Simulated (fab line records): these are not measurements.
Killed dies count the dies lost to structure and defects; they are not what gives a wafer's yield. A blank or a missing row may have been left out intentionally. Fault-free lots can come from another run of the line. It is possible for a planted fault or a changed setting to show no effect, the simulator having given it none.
fab line records | flow n5-finfet
[record] lots = 24 | wafers = 72 | last-day = 17
route steps=1938 shown BEOL_M2@916 BEOL_M3@983
lots that met no fault: taken from a fault-free run of the same line
start-h: hours from the record's first day to the start of the lot's first wafer shown | wait-h: hours from the lot's prior step to this one | " the same as in the row above | L1.1+2: a single row standing in for several wafers | - no value, or no start given | * or withheld: withheld | < > ~ a bound
route shown NAME@n: a module of which the file shows steps, and the number in the route of the first | usual: average and standard deviation across the fault-free wafers | same: alike in all rows | chamber/n: place in a boat | sites: readings site by site | _std_site: the standard deviation of these | _edge_site: mean of outer sites minus mean of inner sites | radius-mm: for every site, how far away it sits from the centre of the wafer | mask NAME#n: copy n | behind: the tool/chamber that last shaped the wafer | hold: cause of the lot's hold/its duration in hours/its outcome | device: which transistor (n, p or np) failed to switch | end of line: tests of these same wafers at the route's end | a step without rows: its recipe alone | killed: the dies lost at the first sort to structure and to defects; this is not the yield of the wafer | map: a wafer's dies, x killed, . not, _ none there
set.NAME: the setting that was run; set.NAME@STEP: the one run at that earlier step | model.NAME: the simulator's own value behind a step, which no gauge read
the route's steps for a sample of lots (tables are steps, rows are wafers)
services: the hour from which a tool's chamber was out of use, counted from the record's first day as start-h (under 0 if before that day), plus the number of hours and why
[[steps]]
[step N5_BEOL_M2_SPUTTER_92]
[recipe] material = Cu | target-thk-a = 45 | temp-c = -20 | chamber-pressure-pa = 0.07 | power-w = withheld | time-s = 8.29
[usual] chuck-gas-flow-sccm = 1.26/0.051 | throttle-valve-pct = 29.7/1
[same] time-s = 8.29
lot.wafer | tool           | chamber | start-h | wait-h | chuck-gas-flow-sccm | throttle-valve-pct
L074.1    | pvd-sputter-01 | -       | 137.91  | 0.1    | 1.17                | 31.2
L074.3    | "              | -       | "       | "      | 1.33                | 28.4
L074.5    | "              | -       | "       | "      | 1.35                | 30.8
L075.3    | pvd-sputter-02 | -       | 152.75  | 0.1    | 1.26                | 28.2
L075.5    | "              | -       | "       | "      | 1.20                | 28.8
L075.6    | "              | -       | "       | "      | 1.27                | 28.3
L077.1    | pvd-sputter-01 | -       | 157.63  | 0.1    | 1.25                | 29.8
L077.4    | "              | -       | "       | "      | 1.31                | 31.1
L077.6    | "              | -       | "       | "      | 1.24                | 30.1
L076.1    | pvd-sputter-02 | -       | 167.15  | 0.1    | 1.19                | 30.5
L076.4    | "              | -       | "       | "      | 1.35                | 28.9
L076.5    | "              | -       | "       | "      | 1.33                | 28.8
L078.1    | pvd-sputter-03 | -       | 168.76  | 0.1    | 1.26                | 31.5
L078.2    | "              | -       | "       | "      | 1.25                | 29.8
L078.3    | "              | -       | "       | "      | 1.27                | 28.7
L079.2    | pvd-sputter-01 | -       | 170.21  | 0.1    | 1.27                | 28.8
L079.3    | "              | -       | "       | "      | 1.27                | 31.1
L079.5    | "              | -       | "       | "      | 1.26                | 28.8
L080.1    | pvd-sputter-03 | -       | 172.88  | 0.1    | 1.32                | 28.8
L080.2    | "              | -       | "       | "      | 1.22                | 29.8
L080.6    | "              | -       | "       | "      | 1.25                | 29.9
L081.2    | pvd-sputter-02 | -       | 207.18  | 0.1    | 1.26                | 30.3
L081.4    | "              | -       | "       | "      | 1.22                | 30.1
L081.5    | "              | -       | "       | "      | 1.23                | 28.5
L084.1    | pvd-sputter-03 | -       | 207.45  | 0.1    | 1.33                | 29.3
L084.3    | "              | -       | "       | "      | 1.21                | 30.8
L084.5    | "              | -       | "       | "      | 1.28                | 29.9
L083.1    | pvd-sputter-01 | -       | 210.05  | 0.1    | 1.20                | 28.6
L083.3    | "              | -       | "       | "      | 1.34                | 29.9
L083.5    | "              | -       | "       | "      | 1.24                | 29.9
L082.3    | pvd-sputter-02 | -       | 212.11  | 0.1    | 1.26                | 30.1
L082.4    | "              | -       | "       | "      | 1.13                | 30.3
L082.5    | "              | -       | "       | "      | 1.26                | 30.2
L085.2    | pvd-sputter-01 | -       | 213.79  | 0.1    | 1.21                | 30.1
L085.4    | "              | -       | "       | "      | 1.24                | 30.9
L085.5    | "              | -       | "       | "      | 1.20                | 30.0
L086.2    | pvd-sputter-01 | -       | 220.38  | 0.1    | 1.28                | 30.1
L086.4    | "              | -       | "       | "      | 1.26                | 28.8
L086.6    | "              | -       | "       | "      | 1.21                | 31.0
L087.2    | pvd-sputter-03 | -       | 226.57  | 0.1    | 1.27                | 31.2
L087.3    | "              | -       | "       | "      | 1.20                | 30.0
L087.4    | "              | -       | "       | "      | 1.34                | 28.0
L088.3    | pvd-sputter-01 | -       | 228.54  | 0.1    | 1.33                | 30.9
L088.4    | "              | -       | "       | "      | 1.20                | 28.4
L088.5    | "              | -       | "       | "      | 1.41                | 28.7
L089.1    | pvd-sputter-01 | -       | 232.54  | 0.1    | 1.33                | 30.8
L089.3    | "              | -       | "       | "      | 1.31                | 30.7
L089.4    | "              | -       | "       | "      | 1.25                | 30.0
L090.1    | pvd-sputter-01 | -       | 249.17  | 0.1    | 1.20                | 28.6
L090.2    | "              | -       | "       | "      | 1.29                | 31.0
L090.3    | "              | -       | "       | "      | 1.17                | 30.8
L092.1    | pvd-sputter-02 | -       | 254.76  | 0.1    | 1.20                | 28.4
L092.4    | "              | -       | "       | "      | 1.19                | 30.5
L092.5    | "              | -       | "       | "      | 1.27                | 28.3
L091.1    | pvd-sputter-03 | -       | 259.70  | 0.1    | 1.22                | 30.0
L091.2    | "              | -       | "       | "      | 1.28                | 31.2
L091.5    | "              | -       | "       | "      | 1.29                | 29.6
L093.1    | pvd-sputter-02 | -       | 260.83  | 0.1    | 1.30                | 29.8
L093.2    | "              | -       | "       | "      | 1.23                | 28.6
L093.5    | "              | -       | "       | "      | 1.18                | 29.9
L094.2    | pvd-sputter-02 | -       | 263.99  | 0.1    | 1.17                | 30.5
L094.3    | "              | -       | "       | "      | 1.28                | 29.1
L094.5    | "              | -       | "       | "      | 1.24                | 28.8
L095.2    | pvd-sputter-03 | -       | 275.90  | 0.1    | 1.28                | 27.9
L095.4    | "              | -       | "       | "      | 1.27                | 30.0
L095.6    | "              | -       | "       | "      | 1.31                | 29.3
L096.1    | pvd-sputter-02 | -       | 279.15  | 0.1    | 1.25                | 30.2
L096.2    | "              | -       | "       | "      | 1.33                | 29.0
L096.6    | "              | -       | "       | "      | 1.24                | 30.0
L097.1    | pvd-sputter-01 | -       | 282.29  | 0.1    | 1.27                | 31.2
L097.2    | "              | -       | "       | "      | 1.25                | 28.7
L097.4    | "              | -       | "       | "      | 1.17                | 29.9
[step N5_BEOL_M2_SPUTTER_94]
[recipe] material = Cu | target-thk-a = 45 | temp-c = -20 | chamber-pressure-pa = 0.07 | power-w = withheld | time-s = 8.29
[usual] chuck-gas-flow-sccm = 1.27/0.052 | throttle-valve-pct = 29.7/1
[same] time-s = 8.29
lot.wafer | tool           | chamber | start-h | wait-h | chuck-gas-flow-sccm | throttle-valve-pct
L074.1    | pvd-sputter-01 | -       | 138.13  | 0.1    | 1.28                | 31.1
L074.3    | "              | -       | "       | "      | 1.22                | 28.7
L074.5    | "              | -       | "       | "      | 1.29                | 31.2
L075.3    | pvd-sputter-02 | -       | 152.97  | 0.1    | 1.28                | 28.4
L075.5    | "              | -       | "       | "      | 1.32                | 28.7
L075.6    | "              | -       | "       | "      | 1.20                | 28.5
L077.1    | pvd-sputter-01 | -       | 157.85  | 0.1    | 1.29                | 30.1
L077.4    | "              | -       | "       | "      | 1.28                | 30.8
L077.6    | "              | -       | "       | "      | 1.14                | 30.1
L076.1    | pvd-sputter-02 | -       | 167.37  | 0.1    | 1.24                | 30.6
L076.4    | "              | -       | "       | "      | 1.26                | 28.8
L076.5    | "              | -       | "       | "      | 1.19                | 29.0
L078.1    | pvd-sputter-03 | -       | 168.98  | 0.1    | 1.23                | 31.4
L078.2    | "              | -       | "       | "      | 1.29                | 29.7
L078.3    | "              | -       | "       | "      | 1.26                | 29.2
L079.2    | pvd-sputter-01 | -       | 170.43  | 0.1    | 1.31                | 28.6
L079.3    | "              | -       | "       | "      | 1.38                | 31.1
L079.5    | "              | -       | "       | "      | 1.27                | 28.8
L080.1    | pvd-sputter-03 | -       | 173.10  | 0.1    | 1.29                | 29.2
L080.2    | "              | -       | "       | "      | 1.22                | 29.7
L080.6    | "              | -       | "       | "      | 1.25                | 29.8
L081.2    | pvd-sputter-02 | -       | 207.40  | 0.1    | 1.26                | 30.3
L081.4    | "              | -       | "       | "      | 1.24                | 30.0
L081.5    | "              | -       | "       | "      | 1.27                | 28.3
L084.1    | pvd-sputter-03 | -       | 207.67  | 0.1    | 1.20                | 29.0
L084.3    | "              | -       | "       | "      | 1.29                | 31.2
L084.5    | "              | -       | "       | "      | 1.25                | 29.9
L083.1    | pvd-sputter-01 | -       | 210.27  | 0.1    | 1.33                | 28.5
L083.3    | "              | -       | "       | "      | 1.20                | 30.3
L083.5    | "              | -       | "       | "      | 1.28                | 30.0
L082.3    | pvd-sputter-02 | -       | 212.33  | 0.1    | 1.25                | 30.2
L082.4    | "              | -       | "       | "      | 1.23                | 30.4
L082.5    | "              | -       | "       | "      | 1.22                | 30.4
L085.2    | pvd-sputter-01 | -       | 214.01  | 0.1    | 1.20                | 29.8
L085.4    | "              | -       | "       | "      | 1.23                | 31.0
L085.5    | "              | -       | "       | "      | 1.30                | 30.1
L086.2    | pvd-sputter-01 | -       | 220.60  | 0.1    | 1.32                | 30.2
L086.4    | "              | -       | "       | "      | 1.33                | 28.5
L086.6    | "              | -       | "       | "      | 1.28                | 31.1
L087.2    | pvd-sputter-03 | -       | 226.79  | 0.1    | 1.22                | 31.4
L087.3    | "              | -       | "       | "      | 1.25                | 30.0
L087.4    | "              | -       | "       | "      | 1.20                | 28.1
L088.3    | pvd-sputter-01 | -       | 228.76  | 0.1    | 1.34                | 31.0
L088.4    | "              | -       | "       | "      | 1.19                | 28.6
L088.5    | "              | -       | "       | "      | 1.22                | 28.5
L089.1    | pvd-sputter-01 | -       | 232.76  | 0.1    | 1.33                | 31.1
L089.3    | "              | -       | "       | "      | 1.30                | 30.8
L089.4    | "              | -       | "       | "      | 1.22                | 30.1
L090.1    | pvd-sputter-01 | -       | 249.39  | 0.1    | 1.31                | 28.7
L090.2    | "              | -       | "       | "      | 1.25                | 30.9
L090.3    | "              | -       | "       | "      | 1.46                | 30.8
L092.1    | pvd-sputter-02 | -       | 254.98  | 0.1    | 1.35                | 28.4
L092.4    | "              | -       | "       | "      | 1.28                | 30.5
L092.5    | "              | -       | "       | "      | 1.22                | 28.1
L091.1    | pvd-sputter-03 | -       | 259.92  | 0.1    | 1.23                | 29.8
L091.2    | "              | -       | "       | "      | 1.31                | 31.1
L091.5    | "              | -       | "       | "      | 1.27                | 29.6
L093.1    | pvd-sputter-02 | -       | 261.05  | 0.1    | 1.26                | 30.2
L093.2    | "              | -       | "       | "      | 1.30                | 28.5
L093.5    | "              | -       | "       | "      | 1.25                | 30.2
L094.2    | pvd-sputter-02 | -       | 264.21  | 0.1    | 1.23                | 30.3
L094.3    | "              | -       | "       | "      | 1.26                | 28.9
L094.5    | "              | -       | "       | "      | 1.25                | 29.0
L095.2    | pvd-sputter-03 | -       | 276.12  | 0.1    | 1.27                | 27.8
L095.4    | "              | -       | "       | "      | 1.23                | 29.9
L095.6    | "              | -       | "       | "      | 1.26                | 29.1
L096.1    | pvd-sputter-02 | -       | 279.37  | 0.1    | 1.21                | 30.5
L096.2    | "              | -       | "       | "      | 1.27                | 28.9
L096.6    | "              | -       | "       | "      | 1.36                | 30.2
L097.1    | pvd-sputter-01 | -       | 282.51  | 0.1    | 1.25                | 31.0
L097.2    | "              | -       | "       | "      | 1.30                | 28.6
L097.4    | "              | -       | "       | "      | 1.27                | 30.0
[step N5_BEOL_M2_ANNEAL_95]
[recipe] temp-c = 400 | time-s = 240 | ambient = vacuum
[usual] heater-power-w = 806/69
[same] time-s = 240
lot.wafer | tool           | chamber | start-h | wait-h | heater-power-w
L074.1    | pvd-sputter-01 | -       | 138.21  | 0.0    | 776
L074.3    | "              | -       | "       | "      | 817
L074.5    | "              | -       | "       | "      | 798
L075.3    | pvd-sputter-02 | -       | 153.05  | 0.0    | 871
L075.5    | "              | -       | "       | "      | 818
L075.6    | "              | -       | "       | "      | 845
L077.1    | pvd-sputter-01 | -       | 157.93  | 0.0    | 663
L077.4    | "              | -       | "       | "      | 788
L077.6    | "              | -       | "       | "      | 673
L076.1    | pvd-sputter-02 | -       | 167.45  | 0.0    | 856
L076.4    | "              | -       | "       | "      | 817
L076.5    | "              | -       | "       | "      | 833
L078.1    | pvd-sputter-03 | -       | 169.06  | 0.0    | 891
L078.2    | "              | -       | "       | "      | 704
L078.3    | "              | -       | "       | "      | 801
L079.2    | pvd-sputter-01 | -       | 170.51  | 0.0    | 773
L079.3    | "              | -       | "       | "      | 811
L079.5    | "              | -       | "       | "      | 797
L080.1    | pvd-sputter-03 | -       | 173.18  | 0.0    | 820
L080.2    | "              | -       | "       | "      | 702
L080.6    | "              | -       | "       | "      | 712
L081.2    | pvd-sputter-02 | -       | 207.48  | 0.0    | 838
L081.4    | "              | -       | "       | "      | 860
L081.5    | "              | -       | "       | "      | 859
L084.1    | pvd-sputter-03 | -       | 207.75  | 0.0    | 803
L084.3    | "              | -       | "       | "      | 871
L084.5    | "              | -       | "       | "      | 714
L083.1    | pvd-sputter-01 | -       | 210.35  | 0.0    | 779
L083.3    | "              | -       | "       | "      | 663
L083.5    | "              | -       | "       | "      | 665
L082.3    | pvd-sputter-02 | -       | 212.41  | 0.0    | 883
L082.4    | "              | -       | "       | "      | 849
L082.5    | "              | -       | "       | "      | 839
L085.2    | pvd-sputter-01 | -       | 214.09  | 0.0    | 648
L085.4    | "              | -       | "       | "      | 867
L085.5    | "              | -       | "       | "      | 667
L086.2    | pvd-sputter-01 | -       | 220.68  | 0.0    | 665
L086.4    | "              | -       | "       | "      | 803
L086.6    | "              | -       | "       | "      | 778
L087.2    | pvd-sputter-03 | -       | 226.87  | 0.0    | 869
L087.3    | "              | -       | "       | "      | 706
L087.4    | "              | -       | "       | "      | 876
L088.3    | pvd-sputter-01 | -       | 228.84  | 0.0    | 877
L088.4    | "              | -       | "       | "      | 816
L088.5    | "              | -       | "       | "      | 811
L089.1    | pvd-sputter-01 | -       | 232.84  | 0.0    | 789
L089.3    | "              | -       | "       | "      | 860
L089.4    | "              | -       | "       | "      | 657
L090.1    | pvd-sputter-01 | -       | 249.47  | 0.0    | 794
L090.2    | "              | -       | "       | "      | 875
L090.3    | "              | -       | "       | "      | 807
L092.1    | pvd-sputter-02 | -       | 255.06  | 0.0    | 860
L092.4    | "              | -       | "       | "      | 869
L092.5    | "              | -       | "       | "      | 883
L091.1    | pvd-sputter-03 | -       | 260.00  | 0.0    | 721
L091.2    | "              | -       | "       | "      | 860
L091.5    | "              | -       | "       | "      | 699
L093.1    | pvd-sputter-02 | -       | 261.13  | 0.0    | 884
L093.2    | "              | -       | "       | "      | 873
L093.5    | "              | -       | "       | "      | 869
L094.2    | pvd-sputter-02 | -       | 264.29  | 0.0    | 840
L094.3    | "              | -       | "       | "      | 813
L094.5    | "              | -       | "       | "      | 798
L095.2    | pvd-sputter-03 | -       | 276.20  | 0.0    | 835
L095.4    | "              | -       | "       | "      | 694
L095.6    | "              | -       | "       | "      | 800
L096.1    | pvd-sputter-02 | -       | 279.45  | 0.0    | 848
L096.2    | "              | -       | "       | "      | 814
L096.6    | "              | -       | "       | "      | 863
L097.1    | pvd-sputter-01 | -       | 282.59  | 0.0    | 761
L097.2    | "              | -       | "       | "      | 791
L097.4    | "              | -       | "       | "      | 663
[step N5_BEOL_M2_PRE_CLEAN_60]
[recipe] gas = NH3/H2 | time-s = 15 | temp-c = * | rf-power-w = 300
[usual] heater-power-w = 70/17
[same] time-s = 15
lot.wafer | tool      | chamber | start-h | wait-h | heater-power-w | since-wet-clean-h
L074.1    | cvd-co-01 | 0       | 139.18  | 0.0    | 69             | 681
L074.3    | "         | 2       | "       | "      | 46             | 221
L074.5    | "         | 2       | "       | "      | 47             | -
L075.3    | cvd-co-01 | 1       | 154.14  | 0.1    | 76             | 1133
L075.5    | "         | 2       | "       | "      | 46             | -
L075.6    | "         | 1       | "       | "      | 76             | -
L077.1    | cvd-co-01 | 1       | 158.89  | 0.0    | 73             | 1138
L077.4    | "         | 0       | "       | "      | 67             | -
L077.6    | "         | 2       | "       | "      | 47             | -
L076.1    | cvd-co-01 | 0       | 168.42  | 0.0    | 67             | 710
L076.4    | "         | 1       | "       | "      | 78             | -
L076.5    | "         | 2       | "       | "      | 46             | -
L078.1    | cvd-co-02 | 2       | 170.03  | 0.0    | 82             | 471
L078.2    | "         | 0       | "       | "      | 95             | 930
L078.3    | "         | 1       | "       | "      | 51             | 33
L079.2    | cvd-co-01 | 0       | 171.84  | 0.0    | 66             | 713
L079.3    | "         | 1       | "       | "      | 76             | 1151
L079.5    | "         | 2       | "       | "      | 46             | -
L080.1    | cvd-co-02 | 1       | 174.16  | 0.0    | 52             | 37
L080.2    | "         | 0       | "       | "      | 95             | 934
L080.6    | "         | 2       | "       | "      | 80             | -
L081.2    | cvd-co-01 | 1       | 208.91  | 0.3    | 76             | 1188
L081.4    | "         | 2       | "       | "      | 45             | -
L081.5    | "         | 0       | "       | "      | 67             | -
L084.1    | cvd-co-02 | 2       | 208.92  | 0.1    | 80             | 510
L084.3    | "         | 0       | "       | "      | 97             | 969
L084.5    | "         | 0       | "       | "      | 96             | -
L083.1    | cvd-co-01 | 2       | 211.53  | 0.0    | 46             | 294
L083.3    | "         | 0       | "       | "      | 67             | 753
L083.5    | "         | 0       | "       | "      | 67             | -
L082.3    | cvd-co-02 | 0       | 213.38  | 0.0    | 97             | 973
L082.4    | "         | 2       | "       | "      | 80             | -
L082.5    | "         | 1       | "       | "      | 53             | -
L085.2    | cvd-co-02 | 0       | 215.32  | 0.0    | 97             | 975
L085.4    | "         | 0       | "       | "      | 101            | -
L085.5    | "         | 1       | "       | "      | 54             | -
L086.2    | cvd-co-01 | 0       | 221.65  | 0.0    | 66             | 763
L086.4    | "         | 2       | "       | "      | 46             | -
L086.6    | "         | 1       | "       | "      | 77             | -
L087.2    | cvd-co-01 | 0       | 227.83  | 0.0    | 68             | 769
L087.3    | "         | 2       | "       | "      | 46             | 310
L087.4    | "         | 2       | "       | "      | 46             | -
L088.3    | cvd-co-02 | 2       | 229.80  | 0.0    | 80             | 530
L088.4    | "         | 1       | "       | "      | 52             | -
L088.5    | "         | 0       | "       | "      | 96             | -
L089.1    | cvd-co-02 | 0       | 234.05  | 0.3    | 98             | 994
L089.3    | "         | 2       | "       | "      | 81             | 535
L089.4    | "         | 1       | "       | "      | 53             | -
L090.1    | cvd-co-01 | 0       | 250.44  | 0.0    | 68             | 792
L090.2    | "         | 2       | "       | "      | 45             | 332
L090.3    | "         | 1       | "       | "      | 76             | 1229
L092.1    | cvd-co-02 | 0       | 256.02  | 0.0    | 97             | 1016
L092.4    | "         | 2       | "       | "      | 82             | -
L092.5    | "         | 1       | "       | "      | 53             | -
L091.1    | cvd-co-01 | 0       | 261.08  | 0.2    | 67             | 802
L091.2    | "         | 1       | "       | "      | 75             | 1240
L091.5    | "         | 2       | "       | "      | 46             | -
L093.1    | cvd-co-02 | 0       | 262.28  | 0.0    | 98             | 1022
L093.2    | "         | 1       | "       | "      | 53             | 126
L093.5    | "         | 1       | "       | "      | 52             | -
L094.2    | cvd-co-01 | 2       | 265.25  | 0.0    | 46             | 347
L094.3    | "         | 1       | "       | "      | 77             | 1244
L094.5    | "         | 1       | "       | "      | 78             | -
L095.2    | cvd-co-02 | 2       | 277.16  | 0.0    | 83             | 578
L095.4    | "         | 2       | "       | "      | 84             | -
L095.6    | "         | 1       | "       | "      | 53             | -
L096.1    | cvd-co-01 | 1       | 280.42  | 0.0    | 78             | 1259
L096.2    | "         | 2       | "       | "      | 47             | 362
L096.6    | "         | 0       | "       | "      | 68             | -
L097.1    | cvd-co-02 | 0       | 283.88  | 0.0    | 97             | 1044
L097.2    | "         | 2       | "       | "      | 82             | 585
L097.4    | "         | 0       | "       | "      | 98             | -
[step N5_BEOL_M2_CO_CAP_55]
[recipe] material = Co | target-thk-a = 20 | temp-c = 200 | precursor = CCTBA/H2 | pressure-torr = 30 | time-s = 102.1
[usual] heater-power-w = 217/21
[same] time-s = 102.1
lot.wafer | tool      | chamber | start-h | wait-h | heater-power-w | since-wet-clean-h
L074.1    | cvd-co-01 | 0       | 139.22  | 0.0    | 212            | 681
L074.3    | "         | 2       | "       | "      | 186            | 221
L074.5    | "         | 2       | "       | "      | 185            | -
L075.3    | cvd-co-01 | 1       | 154.18  | 0.0    | 223            | 1133
L075.5    | "         | 2       | "       | "      | 186            | -
L075.6    | "         | 1       | "       | "      | 223            | -
L077.1    | cvd-co-01 | 1       | 158.93  | 0.0    | 226            | 1138
L077.4    | "         | 0       | "       | "      | 215            | -
L077.6    | "         | 2       | "       | "      | 188            | -
L076.1    | cvd-co-01 | 0       | 168.46  | 0.0    | 217            | 710
L076.4    | "         | 1       | "       | "      | 225            | -
L076.5    | "         | 2       | "       | "      | 190            | -
L078.1    | cvd-co-02 | 2       | 170.07  | 0.0    | 230            | 471
L078.2    | "         | 0       | "       | "      | 245            | 930
L078.3    | "         | 1       | "       | "      | 191            | 33
L079.2    | cvd-co-01 | 0       | 171.88  | 0.0    | 222            | 713
L079.3    | "         | 1       | "       | "      | 226            | 1151
L079.5    | "         | 2       | "       | "      | 189            | -
L080.1    | cvd-co-02 | 1       | 174.20  | 0.0    | 196            | 38
L080.2    | "         | 0       | "       | "      | 247            | 934
L080.6    | "         | 2       | "       | "      | 232            | -
L081.2    | cvd-co-01 | 1       | 208.95  | 0.0    | 220            | 1188
L081.4    | "         | 2       | "       | "      | 190            | -
L081.5    | "         | 0       | "       | "      | 214            | -
L084.1    | cvd-co-02 | 2       | 208.96  | 0.0    | 233            | 510
L084.3    | "         | 0       | "       | "      | 251            | 969
L084.5    | "         | 0       | "       | "      | 255            | -
L083.1    | cvd-co-01 | 2       | 211.57  | 0.0    | 187            | 294
L083.3    | "         | 0       | "       | "      | 210            | 753
L083.5    | "         | 0       | "       | "      | 217            | -
L082.3    | cvd-co-02 | 0       | 213.42  | 0.0    | 256            | 973
L082.4    | "         | 2       | "       | "      | 232            | -
L082.5    | "         | 1       | "       | "      | 195            | -
L085.2    | cvd-co-02 | 0       | 215.36  | 0.0    | 258            | 975
L085.4    | "         | 0       | "       | "      | 258            | -
L085.5    | "         | 1       | "       | "      | 192            | -
L086.2    | cvd-co-01 | 0       | 221.69  | 0.0    | 211            | 763
L086.4    | "         | 2       | "       | "      | 191            | -
L086.6    | "         | 1       | "       | "      | 225            | -
L087.2    | cvd-co-01 | 0       | 227.87  | 0.0    | 216            | 769
L087.3    | "         | 2       | "       | "      | 187            | 310
L087.4    | "         | 2       | "       | "      | 189            | -
L088.3    | cvd-co-02 | 2       | 229.84  | 0.0    | 231            | 531
L088.4    | "         | 1       | "       | "      | 193            | -
L088.5    | "         | 0       | "       | "      | 245            | -
L089.1    | cvd-co-02 | 0       | 234.09  | 0.0    | 252            | 994
L089.3    | "         | 2       | "       | "      | 230            | 535
L089.4    | "         | 1       | "       | "      | 198            | -
L090.1    | cvd-co-01 | 0       | 250.48  | 0.0    | 217            | 792
L090.2    | "         | 2       | "       | "      | 192            | 332
L090.3    | "         | 1       | "       | "      | 222            | 1229
L092.1    | cvd-co-02 | 0       | 256.06  | 0.0    | 243            | 1016
L092.4    | "         | 2       | "       | "      | 238            | -
L092.5    | "         | 1       | "       | "      | 192            | -
L091.1    | cvd-co-01 | 0       | 261.12  | 0.0    | 210            | 802
L091.2    | "         | 1       | "       | "      | 230            | 1240
L091.5    | "         | 2       | "       | "      | 189            | -
L093.1    | cvd-co-02 | 0       | 262.32  | 0.0    | 254            | 1022
L093.2    | "         | 1       | "       | "      | 199            | 126
L093.5    | "         | 1       | "       | "      | 197            | -
L094.2    | cvd-co-01 | 2       | 265.29  | 0.0    | 191            | 347
L094.3    | "         | 1       | "       | "      | 226            | 1244
L094.5    | "         | 1       | "       | "      | 228            | -
L095.2    | cvd-co-02 | 2       | 277.20  | 0.0    | 237            | 578
L095.4    | "         | 2       | "       | "      | 229            | -
L095.6    | "         | 1       | "       | "      | 191            | -
L096.1    | cvd-co-01 | 1       | 280.46  | 0.0    | 220            | 1259
L096.2    | "         | 2       | "       | "      | 189            | 362
L096.6    | "         | 0       | "       | "      | 206            | -
L097.1    | cvd-co-02 | 0       | 283.92  | 0.0    | 254            | 1044
L097.2    | "         | 2       | "       | "      | 236            | 585
L097.4    | "         | 0       | "       | "      | 255            | -
[step N5_BEOL_M3_OCD_MEAS_38]
[usual] trench-depth-nm = 55.4/1
lot.wafer | tool   | chamber | start-h | wait-h | trench-depth-nm
L074.1    | ocd-02 | -       | 142.22  | -      | 55.8
L074.3    | "      | -       | "       | "      | 55.0
L074.5    | "      | -       | "       | "      | 56.8
L075.3    | ocd-02 | -       | 158.65  | -      | 54.8
L075.5    | "      | -       | "       | "      | 55.8
L075.6    | "      | -       | "       | "      | 56.1
L077.1    | ocd-01 | -       | 161.70  | -      | 56.7
L077.4    | "      | -       | "       | "      | 56.8
L077.6    | "      | -       | "       | "      | 54.9
L076.1    | ocd-01 | -       | 171.73  | -      | 57.1
L076.4    | "      | -       | "       | "      | 53.7
L076.5    | "      | -       | "       | "      | 57.0
L078.1    | ocd-02 | -       | 173.41  | -      | 56.6
L078.2    | "      | -       | "       | "      | 54.8
L078.3    | "      | -       | "       | "      | 56.4
L079.2    | ocd-02 | -       | 174.62  | -      | 54.8
L079.3    | "      | -       | "       | "      | 55.2
L079.5    | "      | -       | "       | "      | 56.9
L080.1    | ocd-02 | -       | 176.87  | -      | 55.9
L080.2    | "      | -       | "       | "      | 54.1
L080.6    | "      | -       | "       | "      | 55.2
L081.2    | ocd-02 | -       | 214.15  | -      | 56.4
L081.4    | "      | -       | "       | "      | 56.2
L081.5    | "      | -       | "       | "      | 56.2
L084.1    | ocd-01 | -       | 214.19  | -      | 56.0
L084.3    | "      | -       | "       | "      | 54.5
L084.5    | "      | -       | "       | "      | 54.2
L083.1    | ocd-01 | -       | 218.17  | -      | 57.5
L083.3    | "      | -       | "       | "      | 55.1
L083.5    | "      | -       | "       | "      | 55.1
L082.3    | ocd-01 | -       | 218.46  | -      | 55.7
L082.4    | "      | -       | "       | "      | 54.2
L082.5    | "      | -       | "       | "      | 53.8
L085.2    | ocd-01 | -       | 220.93  | -      | 54.8
L085.4    | "      | -       | "       | "      | 54.6
L085.5    | "      | -       | "       | "      | 54.7
L086.2    | ocd-02 | -       | 226.60  | -      | 54.5
L086.4    | "      | -       | "       | "      | 54.1
L086.6    | "      | -       | "       | "      | 54.5
L087.2    | ocd-02 | -       | 232.96  | -      | 54.5
L087.3    | "      | -       | "       | "      | 56.4
L087.4    | "      | -       | "       | "      | 55.3
L088.3    | ocd-01 | -       | 236.95  | -      | 55.5
L088.4    | "      | -       | "       | "      | 55.3
L088.5    | "      | -       | "       | "      | 56.4
L089.1    | ocd-02 | -       | 247.03  | -      | 55.0
L089.3    | "      | -       | "       | "      | 54.2
L089.4    | "      | -       | "       | "      | 55.8
L090.1    | ocd-02 | -       | 255.05  | -      | 54.8
L090.2    | "      | -       | "       | "      | 54.5
L090.3    | "      | -       | "       | "      | 56.1
L092.1    | ocd-02 | -       | 264.99  | -      | 54.0
L092.4    | "      | -       | "       | "      | 55.8
L092.5    | "      | -       | "       | "      | 54.3
L091.1    | ocd-01 | -       | 270.06  | -      | 56.5
L091.2    | "      | -       | "       | "      | 55.6
L091.5    | "      | -       | "       | "      | 56.9
L093.1    | ocd-02 | -       | 270.13  | -      | 55.4
L093.2    | "      | -       | "       | "      | 55.6
L093.5    | "      | -       | "       | "      | 54.5
L094.2    | ocd-01 | -       | 273.08  | -      | 55.8
L094.3    | "      | -       | "       | "      | 56.4
L094.5    | "      | -       | "       | "      | 55.9
L095.2    | ocd-02 | -       | 283.10  | -      | 54.8
L095.4    | "      | -       | "       | "      | 54.9
L095.6    | "      | -       | "       | "      | 56.3
L096.1    | ocd-01 | -       | 285.59  | -      | 55.9
L096.2    | "      | -       | "       | "      | 54.5
L096.6    | "      | -       | "       | "      | 56.5
L097.1    | ocd-01 | -       | 289.60  | -      | 54.3
L097.2    | "      | -       | "       | "      | 56.0
L097.4    | "      | -       | "       | "      | 56.3
[[services]]
tool      | chamber | start-h | hours | kind
cvd-co-02 | 1       | 114.67  | -     | clean
cvd-co-02 | 1       | 114.67  | 22.0  | scheduled-down
cvd-co-02 | 1       | 114.67  | 22.0  | vent-cycle
cvd-co-01 | -       | 226.69  | 1.1   | repair
cvd-co-02 | -       | 279.31  | 1.3   | repair
[[key]]
fault none
